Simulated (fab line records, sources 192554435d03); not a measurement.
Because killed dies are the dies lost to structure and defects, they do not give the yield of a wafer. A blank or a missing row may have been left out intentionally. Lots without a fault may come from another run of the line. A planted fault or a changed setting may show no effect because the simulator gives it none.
Struck lot and sound lot, side by side / flow n5Finfet / 25 steps out of a route of 1938
Sound: wafers L361.2, L361.3, L361.6. Wafers struck: L363.2, L363.4, L363.5. The cause comes at the end.
Order at every step that has rows: each side's tool, ch and its chambers, its first start. Under that, the readings that differ: sound wafers / struck wafers / difference of the means / sigmas: that difference in standard deviations of wafers without a fault.
alike: same words and numbers on both sides, and readings whose means sit less than 2 such deviations apart. not compared: any withheld reading, any reading some wafer has no value for, any bound like >300 that may hide the same value, and any number with overlapping values for which the record gives no deviation.
Wherever a step has rows on one side only, a row that says differs or no value, or a row with sigmas, the two part there. When numbers do not overlap yet have no deviation, they are printed without sigmas and do not part them. Lack of a reading on every wafer of one side parts them only where that side has two or more wafers.

first, 5 steps without rows for these wafers: N5_BEOL_M0_SAQP_EBR_10; N5_BEOL_M0_SAQP_SOFTBAKE_09 (time 60 s); N5_BEOL_M0_SAQP_EXPOSE_11 (exposes mask M0 CORE, target cd 42 nm); N5_BEOL_M0_SAQP_PEB_12 (peb time 60 s); N5_BEOL_M0_SAQP_DEVELOP_13 (develop time 30 s).
N5_BEOL_M0_SAQP_CD_MEAS_14 targets a cd of 42.5 nm.
  sound on cdSem-01 ch 0, day 6 13:02; struck on cdSem-02 ch 0, day 7 10:47
  alike: cdNm
N5_BEOL_M0_SAQP_OVL_MEAS_15:
  sound on overlay-01 ch 0, day 6 13:04; struck on overlay-01 ch 0, day 7 10:49
  alike: M0_CORE_OVL
N5_BEOL_M0_SAQP_INSPECT_16: inspects for defects (brightfield).
  sound on defectInspect-01, day 6 13:05; struck on defectInspect-01, day 7 10:50
  alike: rawDefectCount
N5_BEOL_M0_SAQP_DESCUM_19: chemistry O2, time 7.9 s.
  sound on rieDiel-04 ch 1,3, day 6 13:07; struck on rieDiel-05 ch 1,2, day 7 11:00
  alike: drypumpMotorCurrentA, oesProductAu, rfVppV, showerheadPlenumPTorr, throttleValvePct
  not compared: rfHoursCounterH
N5_BEOL_M0_SAQP_ETCH_83: etches SiARC in CF4, target depth 39 nm, time 65 s.
  sound on rieDiel-04 ch 1,3, day 6 13:09; struck on rieDiel-05 ch 1,2, day 7 11:02
  alike: drypumpMotorCurrentA, etchRfOnTimeS, oesProductAu, rfVppV, showerheadPlenumPTorr, throttleValvePct
  not compared: rfHoursCounterH
then, 2 steps without rows for these wafers: N5_BEOL_M0_SAQP_ETCH_84 (etches SOC in N2/H2, target depth 100 nm, overetch 20 nm, time 150 s); N5_BEOL_M0_SAQP_STRIP_80 (strips in N2/H2).
N5_BEOL_M0_SAQP_HM_OPEN_112: chemistry CHF3/O2, target SiO2, stops on a-Si, target depth 12 nm, time 13.5 s.
  sound on rieDiel-04 ch 1,3, day 6 13:19; struck on rieDiel-05 ch 1,2, day 7 11:11
  no value came back on the struck wafers for any of 8 readings (CHF3_flow_sccm (sccm), O2_flow_sccm (sccm) and others); on the sound wafers CHF3_flow_sccm (sccm) reads 50.05 50.14 50.11
reading=model.SiARC_of_BEOL_M0_SAQP_COAT_82.thkNm (nm); sound=4.8 5.6 4.6; struck=24.2 24.2 24.2; difference=+19.2; sigmas=
  not compared: rfHoursCounterH
then, 1 step without rows for these wafers: N5_BEOL_M0_SAQP_STRIP_113 (strips in CHF3/O2).
N5_BEOL_M0_SAQP_MANDREL_ETCH_20: etches a-Si in HBr/Cl2, stops on SiNx, target depth 60 nm, bt time 10 s, time 30 s.
  sound on rieSi-02 ch 0,2,3, day 6 13:23; struck on rieSi-03 ch 0,1,2, day 7 11:16
reading=oesProductAu (a.u.); sound=0.777 0.782 0.766; struck=0.326 0.332 0.328; difference=-0.446; sigmas=-41
reading=throttleValvePct (%); sound=35.12 34.75 35.49; struck=36.42 36.20 35.75; difference=+1.00; sigmas=+4
  alike: drypumpMotorCurrentA
  not compared: rfHoursCounterH
N5_BEOL_M0_SAQP_STRIP_86: strips in N2/H2.
  sound on rieDiel-04 ch 0,1,3, day 6 13:29; struck on rieDiel-04 ch 1,2,3, day 7 11:22
  alike: drypumpMotorCurrentA, h2FlowSccm, oesProductAu, rfVppV, showerheadPlenumPTorr, throttleValvePct
  not compared: rfHoursCounterH
then, 2 steps without rows for these wafers: N5_BEOL_M0_SAQP_STRIP_115 (strips in post etch residue remover, time 60 s); N5_BEOL_M0_SAQP_SRD_93 (time 30 s).
N5_BEOL_M0_SAQP_RECESS_114: chemistry HF/NH3, target SiO2, target depth 14.4 nm, afs cycles 3, sublimation time 60 s.
  sound on vaporEtch-02 ch 0,1, day 6 13:38; struck on vaporEtch-02 ch 1, day 7 11:30
  alike: drypumpMotorCurrentA
then, 1 step without rows for these wafers: N5_BEOL_M0_SAQP_SPACER1_ALD_98 (deposits SiO2, target thk 12.8 nm, pulse time 1 s, purge time 2 s).
N5_BEOL_M0_SAQP_SPACER1_ETCHBACK_99: etches SiO2 in CHF3/O2, target depth 15.4 nm, time 7.7 s.
  sound on rieDiel-01 ch 1,3, day 6 15:28; struck on rieDiel-04 ch 0,1,2, day 7 12:22
  alike: drypumpMotorCurrentA, oes_f_703_au, oesProductAu, rfVppV, showerheadPlenumPTorr, throttleValvePct
  not compared: rfHoursCounterH
N5_BEOL_M0_SAQP_MANDREL1_REMOVE_100: chemistry HBr/Cl2/O2, target a-Si, stops on SiNx, bt time 10 s.
  sound on rieSi-02 ch 0,2,3, day 6 15:34; struck on rieSi-03 ch 0,2, day 7 12:27
reading=oesProductAu (a.u.); sound=1.010 1.008 1.015; struck=0.387 0.377 0.383; difference=-0.629; sigmas=-48
  alike: drypumpMotorCurrentA, throttleValvePct
  not compared: rfHoursCounterH
N5_BEOL_M0_SAQP_CD_MEAS_25 targets a cd of 13.1 nm.
  sound on cdSem-01 ch 0, day 6 15:40; struck on cdSem-02 ch 0, day 7 12:34
reading=cdNm (nm); sound=12.81 12.55 12.63; struck=- - -; difference=no value on the struck wafers; sigmas=
then, 1 step without rows for these wafers: N5_BEOL_M0_SAQP_ETCH_101 (etches SiNx in CH3F/O2, target depth 29.9 nm, time 42.7 s).
N5_BEOL_M4_RC_MEAS_101:
  the record has rows for the sound wafers here (prober-02 ch 0, day 9 10:05) and none for the struck ones

WHERE THEY PART
Last at N5_BEOL_M4_RC_MEAS_101 as far as this record goes, first at N5_BEOL_M0_SAQP_HM_OPEN_112.

WHY: what had been put in by the simulator
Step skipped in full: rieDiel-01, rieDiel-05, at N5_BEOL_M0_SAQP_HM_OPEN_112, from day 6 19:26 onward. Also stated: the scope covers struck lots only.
